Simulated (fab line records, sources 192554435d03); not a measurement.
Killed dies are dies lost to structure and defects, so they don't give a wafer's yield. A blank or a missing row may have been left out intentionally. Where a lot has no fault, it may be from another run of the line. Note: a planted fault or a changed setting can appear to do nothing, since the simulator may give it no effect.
Split-lot trial / flow n5 finfet / 21 wafers read from 7 lots, route of 1938 steps

## ON THE SPLIT
At N5_WELL_APT_PEB_23 (peb time 90 s), the setting peb temp c was moved away from the recipe's 130 C on 9 of the 21 wafers read, by -1.2% to +2.8%. For the rest of the wafers, this setting stayed at what the recipe calls for.

## FROM THE SPLIT TO THE READING: what the file shows between them, 2 steps
- N5_WELL_APT_DEVELOP_24: develop time 45 s (also split here: develop time s)
- N5_WELL_APT_HARDBAKE_29: time 120 s

## THE READING
cd nm (nm) at N5_WELL_APT_CD_MEAS_25, where the cd target is 200 nm. Typical for fault-free wafers on this fab line: 200.4 nm, with standard deviation 1.5 nm.

wafer=L076.1; tool, chamber at the split=litho track-05, 0; peb temp c as run, C=133.6; against the recipe=+2.8%; cd nm, nm=220.2; against lot-mates on the recipe=+18.8
wafer=L076.2; tool, chamber at the split=litho track-05, 0; peb temp c as run, C=130; against the recipe=recipe; cd nm, nm=201.4; against lot-mates on the recipe=-
wafer=L076.4; tool, chamber at the split=litho track-05, 0; peb temp c as run, C=133.6; against the recipe=+2.8%; cd nm, nm=217.2; against lot-mates on the recipe=+15.8
wafer=L083.1; tool, chamber at the split=litho track-02, 0; peb temp c as run, C=132.7; against the recipe=+2.1%; cd nm, nm=210.6; against lot-mates on the recipe=+13.4
wafer=L083.3; tool, chamber at the split=litho track-02, 0; peb temp c as run, C=130; against the recipe=recipe; cd nm, nm=197.2; against lot-mates on the recipe=-
wafer=L083.4; tool, chamber at the split=litho track-02, 0; peb temp c as run, C=132.7; against the recipe=+2.1%; cd nm, nm=213.7; against lot-mates on the recipe=+16.5
wafer=L088.3; tool, chamber at the split=litho track-03, 0; peb temp c as run, C=130; against the recipe=recipe; cd nm, nm=197.9; against lot-mates on the recipe=-
wafer=L088.5; tool, chamber at the split=litho track-03, 0; peb temp c as run, C=128.5; against the recipe=-1.2%; cd nm, nm=190.0; against lot-mates on the recipe=-8.8
wafer=L088.6; tool, chamber at the split=litho track-03, 0; peb temp c as run, C=130; against the recipe=recipe; cd nm, nm=199.6; against lot-mates on the recipe=-
wafer=L089.1; tool, chamber at the split=litho track-02, 0; peb temp c as run, C=130; against the recipe=recipe; cd nm, nm=198.0; against lot-mates on the recipe=-
wafer=L089.2; tool, chamber at the split=litho track-02, 0; peb temp c as run, C=130; against the recipe=recipe; cd nm, nm=199.3; against lot-mates on the recipe=-
wafer=L089.5; tool, chamber at the split=litho track-02, 0; peb temp c as run, C=130; against the recipe=recipe; cd nm, nm=201.2; against lot-mates on the recipe=-
wafer=L090.1; tool, chamber at the split=litho track-03, 0; peb temp c as run, C=130; against the recipe=recipe; cd nm, nm=200.1; against lot-mates on the recipe=-
wafer=L090.3; tool, chamber at the split=litho track-03, 0; peb temp c as run, C=133.3; against the recipe=+2.5%; cd nm, nm=214.0; against lot-mates on the recipe=+12.9
wafer=L090.4; tool, chamber at the split=litho track-03, 0; peb temp c as run, C=130; against the recipe=recipe; cd nm, nm=202.2; against lot-mates on the recipe=-
wafer=L093.1; tool, chamber at the split=litho track-05, 0; peb temp c as run, C=133.2; against the recipe=+2.5%; cd nm, nm=213.9; against lot-mates on the recipe=no lot-mate on the recipe
wafer=L093.3; tool, chamber at the split=litho track-05, 0; peb temp c as run, C=133.2; against the recipe=+2.5%; cd nm, nm=214.3; against lot-mates on the recipe=no lot-mate on the recipe
wafer=L093.5; tool, chamber at the split=litho track-05, 0; peb temp c as run, C=133.2; against the recipe=+2.5%; cd nm, nm=214.4; against lot-mates on the recipe=no lot-mate on the recipe
wafer=L096.1; tool, chamber at the split=litho track-03, 0; peb temp c as run, C=130; against the recipe=recipe; cd nm, nm=200.1; against lot-mates on the recipe=-
wafer=L096.2; tool, chamber at the split=litho track-03, 0; peb temp c as run, C=130; against the recipe=recipe; cd nm, nm=200.0; against lot-mates on the recipe=-
wafer=L096.3; tool, chamber at the split=litho track-03, 0; peb temp c as run, C=130; against the recipe=recipe; cd nm, nm=198.7; against lot-mates on the recipe=-

FIT RESULTS
A straight line over all 21 wafers: cd nm changes by +6.37 nm for each +1% of peb temp c; r = +0.98; the points scatter about the line by 1.6 nm.
The same after taking each lot's own level away (the mean of its wafers on the recipe; 18 wafers): +6.36 nm for each +1%; r = +0.98; scatter 1.5 nm.
The reading moves by 18 nm for the largest change in peb temp c, on that fit.
From 197.20 to 201.40 nm: that is the span of the lots' own levels, equal to 2.8 times the standard deviation above.
Hence the lot-to-lot level has little effect on the slope; both slopes agree.
Check: for one of the wafers moved furthest among these (+2.8%), held out of the fit, the line's prediction against its lot-mates is +17.1 nm. It came out at +18.8 nm against them.

## THE OTHER SPLITS THESE WAFERS WENT THROUGH
These wafers also went through other splits before the reading. Each is held against what the fit with the lots' levels taken away leaves over:
other split on the same wafers=N5_WELL_APT_EXPOSE_05 dose mj; wafers away from the commonest value=8; r with cd nm (lot level and that fit taken away)=-0.18
other split on the same wafers=N5_WELL_APT_DEVELOP_07 develop time s; wafers away from the commonest value=4; r with cd nm (lot level and that fit taken away)=+0.43
other split on the same wafers=N5_WELL_APT_DEVELOP_24 develop time s; wafers away from the commonest value=9; r with cd nm (lot level and that fit taken away)=+0.10

## THE WHOLE CHAIN: every reading that the file lists as answering this split, in the file's order
step=N5_WELL_APT_CD_MEAS_25; what it does=target cd 200 nm; reading=cd nm; change (the file's fit)=+6.16 nm for each +1% of the setting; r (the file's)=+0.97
step=N5_WELL_APT_DESCUM_30; what it does=chemistry O2, time 7.9 s; reading=WELL_APT.cd nm (the simulator's own value, which no gauge read); change (the file's fit)=+6.23 nm for each +1% of the setting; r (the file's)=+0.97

## THE FILE'S OWN FIT
cd nm changes by +6.16 nm for each +1% of peb temp c, r = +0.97.
